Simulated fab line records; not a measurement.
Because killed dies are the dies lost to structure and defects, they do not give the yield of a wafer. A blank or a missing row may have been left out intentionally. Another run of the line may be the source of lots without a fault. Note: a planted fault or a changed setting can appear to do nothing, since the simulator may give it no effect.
Matching of chambers :: flow n5 finfet :: 4 sister chambers for N5_BEOL_M11_STRIP_19 on rie diel-02
The step strips in O2. 22 wafers are shown with their chamber, then 11 later ones without.

== WAFERS, EACH WITH ITS CHAMBER ==
wafer: L077.2
chamber: 0
drypump motor current A (A): 5.5
showerhead plenum p Torr (Torr): 2.16
throttle valve pct (%): 17.10

wafer: L077.3
chamber: 3
drypump motor current A (A): 6.3
showerhead plenum p Torr (Torr): 2.23
throttle valve pct (%): 16.62

wafer: L077.4
chamber: 2
drypump motor current A (A): 6.2
showerhead plenum p Torr (Torr): 2.06
throttle valve pct (%): 16.64

wafer: L075.1
chamber: 1
drypump motor current A (A): 5.7
showerhead plenum p Torr (Torr): 2.12
throttle valve pct (%): 16.33

wafer: L075.4
chamber: 3
drypump motor current A (A): 6.2
showerhead plenum p Torr (Torr): 2.23
throttle valve pct (%): 16.62

wafer: L075.6
chamber: 1
drypump motor current A (A): 5.7
showerhead plenum p Torr (Torr): 2.12
throttle valve pct (%): 16.34

wafer: L079.2
chamber: 2
drypump motor current A (A): 6.2
showerhead plenum p Torr (Torr): 2.06
throttle valve pct (%): 16.64

wafer: L079.3
chamber: 0
drypump motor current A (A): 5.5
showerhead plenum p Torr (Torr): 2.16
throttle valve pct (%): 17.12

wafer: L079.5
chamber: 0
drypump motor current A (A): 5.5
showerhead plenum p Torr (Torr): 2.16
throttle valve pct (%): 17.11

wafer: L080.1
chamber: 1
drypump motor current A (A): 5.7
showerhead plenum p Torr (Torr): 2.12
throttle valve pct (%): 16.34

wafer: L080.3
chamber: 0
drypump motor current A (A): 5.5
showerhead plenum p Torr (Torr): 2.16
throttle valve pct (%): 17.13

wafer: L080.4
chamber: 2
drypump motor current A (A): 6.2
showerhead plenum p Torr (Torr): 2.06
throttle valve pct (%): 16.68

wafer: L081.1
chamber: 2
drypump motor current A (A): 6.2
showerhead plenum p Torr (Torr): 2.06
throttle valve pct (%): 16.65

wafer: L081.4
chamber: 3
drypump motor current A (A): 6.2
showerhead plenum p Torr (Torr): 2.23
throttle valve pct (%): 16.64

wafer: L081.6
chamber: 1
drypump motor current A (A): 5.7
showerhead plenum p Torr (Torr): 2.12
throttle valve pct (%): 16.35

wafer: L083.1
chamber: 1
drypump motor current A (A): 5.7
showerhead plenum p Torr (Torr): 2.11
throttle valve pct (%): 16.38

wafer: L083.2
chamber: 3
drypump motor current A (A): 6.3
showerhead plenum p Torr (Torr): 2.22
throttle valve pct (%): 16.64

wafer: L083.3
chamber: 0
drypump motor current A (A): 5.5
showerhead plenum p Torr (Torr): 2.15
throttle valve pct (%): 17.13

wafer: L090.1
chamber: 1
drypump motor current A (A): 5.7
showerhead plenum p Torr (Torr): 2.11
throttle valve pct (%): 16.39

wafer: L090.3
chamber: 3
drypump motor current A (A): 6.2
showerhead plenum p Torr (Torr): 2.22
throttle valve pct (%): 16.69

wafer: L090.6
chamber: 0
drypump motor current A (A): 5.5
showerhead plenum p Torr (Torr): 2.15
throttle valve pct (%): 17.15

wafer: L089.1
chamber: 2
drypump motor current A (A): 6.2
showerhead plenum p Torr (Torr): 2.05
throttle valve pct (%): 16.23

SIGNATURES, as means of the wafers listed above
reading: drypump motor current A
chamber 0: 5.500
chamber 1: 5.700
chamber 2: 6.200
chamber 3: 6.240
scatter within a chamber: 0.0258

reading: showerhead plenum p Torr
chamber 0: 2.1567
chamber 1: 2.1167
chamber 2: 2.0580
chamber 3: 2.2260
scatter within a chamber: 0.00509

reading: throttle valve pct
chamber 0: 17.1233
chamber 1: 16.3550
chamber 2: 16.5680
chamber 3: 16.6420
scatter within a chamber: 0.0918
Rule: distance of a wafer from a chamber = root of the sum over the readings of ((wafer's reading minus chamber's mean) / reading's scatter) squared. If the next closest chamber is less than 2 further off than the closest, the wafer can't be placed; otherwise it belongs to the closest. The scatter: take each reading less its chamber's mean, square it, sum over the shown wafers, divide by the number of wafers less the number of chambers, and take the root.

== WAFERS MISSING THEIR CHAMBER ==
wafer: L089.2
drypump motor current A (A): 5.7
showerhead plenum p Torr (Torr): 2.11
throttle valve pct (%): 16.40

wafer: L089.3
drypump motor current A (A): 5.4
showerhead plenum p Torr (Torr): 2.15
throttle valve pct (%): 17.15

wafer: L089.4
drypump motor current A (A): 6.2
showerhead plenum p Torr (Torr): 2.22
throttle valve pct (%): 16.67

wafer: L089.5
drypump motor current A (A): 6.3
showerhead plenum p Torr (Torr): 2.22
throttle valve pct (%): 16.68

wafer: L089.6
drypump motor current A (A): 6.2
showerhead plenum p Torr (Torr): 2.05
throttle valve pct (%): 16.22

wafer: L095.2
drypump motor current A (A): 6.1
showerhead plenum p Torr (Torr): 2.05
throttle valve pct (%): 16.24

wafer: L095.4
drypump motor current A (A): 6.2
showerhead plenum p Torr (Torr): 2.05
throttle valve pct (%): 16.24

wafer: L095.5
drypump motor current A (A): 5.5
showerhead plenum p Torr (Torr): 2.15
throttle valve pct (%): 17.15

wafer: L097.1
drypump motor current A (A): 6.2
showerhead plenum p Torr (Torr): 2.05
throttle valve pct (%): 16.25

wafer: L097.3
drypump motor current A (A): 5.5
showerhead plenum p Torr (Torr): 2.15
throttle valve pct (%): 17.18

wafer: L097.4
drypump motor current A (A): 5.7
showerhead plenum p Torr (Torr): 2.11
throttle valve pct (%): 16.40

== THE CHAMBER EACH PASSED THROUGH ==
wafer: L089.2
from the rows above: 1
in truth: 1

wafer: L089.3
from the rows above: 0
in truth: 0

wafer: L089.4
from the rows above: 3
in truth: 3

wafer: L089.5
from the rows above: 3
in truth: 3

wafer: L089.6
from the rows above: 2
in truth: 2

wafer: L095.2
from the rows above: 2
in truth: 2

wafer: L095.4
from the rows above: 2
in truth: 2

wafer: L095.5
from the rows above: 0
in truth: 0

wafer: L097.1
from the rows above: 2
in truth: 2

wafer: L097.3
from the rows above: 0
in truth: 0

wafer: L097.4
from the rows above: 1
in truth: 1
11 of 11 placed correctly. From these rows, 0 cannot be placed. Wrongly placed: 0.
